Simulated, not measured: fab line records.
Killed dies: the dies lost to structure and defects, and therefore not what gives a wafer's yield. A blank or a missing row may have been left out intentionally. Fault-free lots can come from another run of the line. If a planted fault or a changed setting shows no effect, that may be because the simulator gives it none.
8D (eight disciplines) problem report, filled in by code	flow nand_harc	the parts of the form that need people (team, actions taken, sign-off) are left out

## 1. WHAT WENT WRONG
thk_nm at NHARC_A_ONON_D2_THK_MEAS_30 reads a mean of 901 nm on 6 wafers of 2 lots; wafers without a fault read 998 nm with a standard deviation of 11. Measured from the usual mean, that is -8.8 standard deviations.
The step: measures by ellipsometry.
First observed at day 16 18:13: wafer L624.2, on film_metro-01. Wafers with a number at this step in the record: 39, from 13 lots. Rule for "out", or "out of limits": more than 4 standard deviations from the usual mean. The rest of the wafers with a number are treated as sound.

## 2. WHAT IT IS; WHAT IT IS NOT
question	is	is not
which readings at this step	thk_nm	-
which lots	L624, L625	L614, L615, L616, L627, L628, L630, L633, L634, L635, L636, L637
which wafers of those lots	all that have a number	-
read on which gauges	film_metro-01	film_metro-02
when	from day 16 18:13	up to then (9 sound wafers); but 24 sound wafers of L627, L628, L630, L633, L634, L635, L636, L637 came after

## 3. THE SUSPECTS, EACH WITH WHAT RULES IT OUT
Counting: a tool at a process step up to the reading stays a suspect if it ran every lot that is out and no sound lot after the first of them.
- the gauge at NHARC_A_ONON_D2_THK_MEAS_30: kept. All the wafers that are out were read on film_metro-01, and no step on other tools shows them out.
- pecvd_onon-04 at NHARC_A_ONON_D2_DEP_28 (target thk 1000 nm): ruled out as a lasting fault. Sound lots L637 ran on it after its first lot that is out, L624 (day 16 17:46).
The count leaves film_metro-01 at NHARC_A_ONON_D2_THK_MEAS_30.

## 4. THE CAUSE (what the simulator had put in)
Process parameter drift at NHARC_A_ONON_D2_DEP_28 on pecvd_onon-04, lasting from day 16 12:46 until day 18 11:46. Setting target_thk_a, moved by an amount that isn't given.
Counting ruled it out, wrongly: the rule takes a fault to strike every lot that its tool runs from its start on, and this one did not.

## 5. THE CHAIN OF EFFECTS, in route order
Each row: a reading whose mean over the struck wafers that have a number lies more than 3 standard deviations from the usual. Readings are gone through only where the record gives a usual standard deviation; hours: the median, over the lots, of the time from a lot's start at the first step in this table giving one to that lot's start at this step; sigmas: the change measured in usual standard deviations.
hours	step	reading	usual	on struck wafers	change	sigmas
0	NHARC_A_ONON_D2_THK_MEAS_30	thk_nm	998 nm	901	-97	-8.8
Later steps that measure or inspect, where all struck wafers having a row at the step show a number for every such reading and not one has moved that far: NHARC_END_SORT_01.

## 6. HOW IT WOULD HAVE BEEN CAUGHT EARLIER
Counted from the fault's start at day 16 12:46, it took 5 hours until the first out-of-limits reading at a measuring or inspecting step in this record, taken at day 16 18:13.
Of the tool readings at NHARC_A_ONON_D2_DEP_28 for which the record gives a usual standard deviation, none was out on any struck wafer, so an alarm limit of 4 standard deviations on them would not have fired.
